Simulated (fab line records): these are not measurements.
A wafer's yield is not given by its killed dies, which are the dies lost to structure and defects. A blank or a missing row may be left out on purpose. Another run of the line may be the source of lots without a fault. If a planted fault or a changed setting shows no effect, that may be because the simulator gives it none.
Lot-split experiment + flow n5-finfet + 21 wafers read from 7 lots, route of 1938 steps

== ABOUT THE SPLIT ==
At N5_MOL_CONTACT_COAG_EXPOSE_37 (exposes mask VD, defocus 0 nm), the setting dose-mj was moved away from the recipe's 62 on 7 of the 21 wafers read, by -7.3% to +7.0%. This setting was run at the recipe's value on the other wafers.

== FROM THE SPLIT TO THE READING: what the file shows between them, 5 steps ==
- N5_MOL_CONTACT_COAG_PEB_38: peb time 60 s
- N5_MOL_CONTACT_COAG_DEVELOP_39: develop time 30 s
- N5_MOL_CONTACT_COAG_CD_MEAS_40: target cd 25.1 nm
- N5_MOL_CONTACT_COAG_PRECLEAN_138: cleans in alkaline clean, time 60 s
- N5_MOL_CONTACT_COAG_SRD_139: time 30 s

== THE READING ==
Shown in nm: cd-nm at N5_MOL_CONTACT_COAG_CD_MEAS_101, with target cd 16 nm. Typical for fault-free wafers on this fab line: 16.2 nm, with standard deviation 0.43 nm.

| wafer  | tool, chamber at the split | dose-mj as run | against the recipe | cd-nm, nm | against lot-mates on the recipe |
|--------|----------------------------|----------------|--------------------|-----------|---------------------------------|
| L077.1 | euv-scanner-01, 0          | 62             | recipe             | 15.8      | -                               |
| L077.2 | euv-scanner-01, 0          | 62             | recipe             | 15.6      | -                               |
| L077.5 | euv-scanner-01, 0          | 66.37          | +7.0%              | 17.0      | +1.3                            |
| L078.1 | euv-scanner-01, 0          | 62             | recipe             | 17.5      | -                               |
| L078.5 | euv-scanner-01, 0          | 62             | recipe             | 16.6      | -                               |
| L078.6 | euv-scanner-01, 0          | 63.28          | +2.1%              | 17.0      | -0.1                            |
| L081.3 | euv-scanner-01, 0          | 62             | recipe             | 16.0      | -                               |
| L081.4 | euv-scanner-01, 0          | 62             | recipe             | 15.9      | -                               |
| L081.5 | euv-scanner-01, 0          | 62             | recipe             | 16.6      | -                               |
| L083.1 | euv-scanner-01, 0          | 58.09          | -6.3%              | 14.4      | -1.6                            |
| L083.3 | euv-scanner-01, 0          | 62             | recipe             | 16.1      | -                               |
| L083.4 | euv-scanner-01, 0          | 62             | recipe             | 15.8      | -                               |
| L087.2 | euv-scanner-01, 0          | 57.49          | -7.3%              | 14.5      | -1.3                            |
| L087.3 | euv-scanner-01, 0          | 62             | recipe             | 15.8      | -                               |
| L087.4 | euv-scanner-01, 0          | 57.49          | -7.3%              | 14.6      | -1.2                            |
| L091.3 | euv-scanner-01, 0          | 58.34          | -5.9%              | 15.4      | -1.2                            |
| L091.4 | euv-scanner-01, 0          | 58.34          | -5.9%              | 15.4      | -1.2                            |
| L091.6 | euv-scanner-01, 0          | 62             | recipe             | 16.6      | -                               |
| L096.2 | euv-scanner-01, 0          | 62             | recipe             | 15.5      | -                               |
| L096.3 | euv-scanner-01, 0          | 62             | recipe             | 16.6      | -                               |
| L096.5 | euv-scanner-01, 0          | 62             | recipe             | 16.6      | -                               |

THE FIT
A straight line over all 21 wafers: cd-nm changes by +0.192 nm for each +1% of dose-mj; r = +0.80; the points scatter about the line by 0.52 nm.
The same after taking each lot's own level away (the mean of its wafers on the recipe; 21 wafers): +0.187 nm for each +1%; r = +0.90; scatter 0.32 nm.
Per that fit: largest dose-mj move, reading shift of 1.4 nm.
Across the lots, their own levels run from 15.70 to 17.05 nm, a range of 3.1 times the standard deviation given above.
So the lot-to-lot level blurs the effect unless lot-mates are compared.
Check: with one of the wafers moved furthest among these (-7.3%) left out of the fit, the line predicts -1.42 nm for it against its lot-mates. It came out at -1.3 nm against them.

== THESE WAFERS: OTHER SPLITS ==
These wafers also went through other splits before the reading. Each is held against what the fit with the lots' levels taken away leaves over:
| other split on the same wafers       | wafers away from the commonest value | r with cd-nm (lot level and that fit taken away) |
|--------------------------------------|--------------------------------------|--------------------------------------------------|
| N5_SD_ACTIVATION_LSA_01 temp-c       | 5                                    | -0.07                                            |
| N5_SDB_ALD_29 ald-cycles             | 8                                    | -0.10                                            |
| N5_MOL_CONTACT_COAG_COAT_58 spin-rpm | 7                                    | -0.21                                            |

== THE WHOLE CHAIN: every reading that the file lists as answering this split, in the file's order ==
| step                            | what it does      | reading | change (the file's fit)               | r (the file's) |
|---------------------------------|-------------------|---------|---------------------------------------|----------------|
| N5_MOL_CONTACT_COAG_CD_MEAS_40  | target cd 25.1 nm | cd-nm   | +0.167 nm for each +1% of the setting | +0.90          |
| N5_MOL_CONTACT_COAG_CD_MEAS_101 | target cd 16 nm   | cd-nm   | +0.191 nm for each +1% of the setting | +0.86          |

== THE FILE'S OWN FIT ==
cd-nm changes by +0.191 nm for each +1% of dose-mj, r = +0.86.
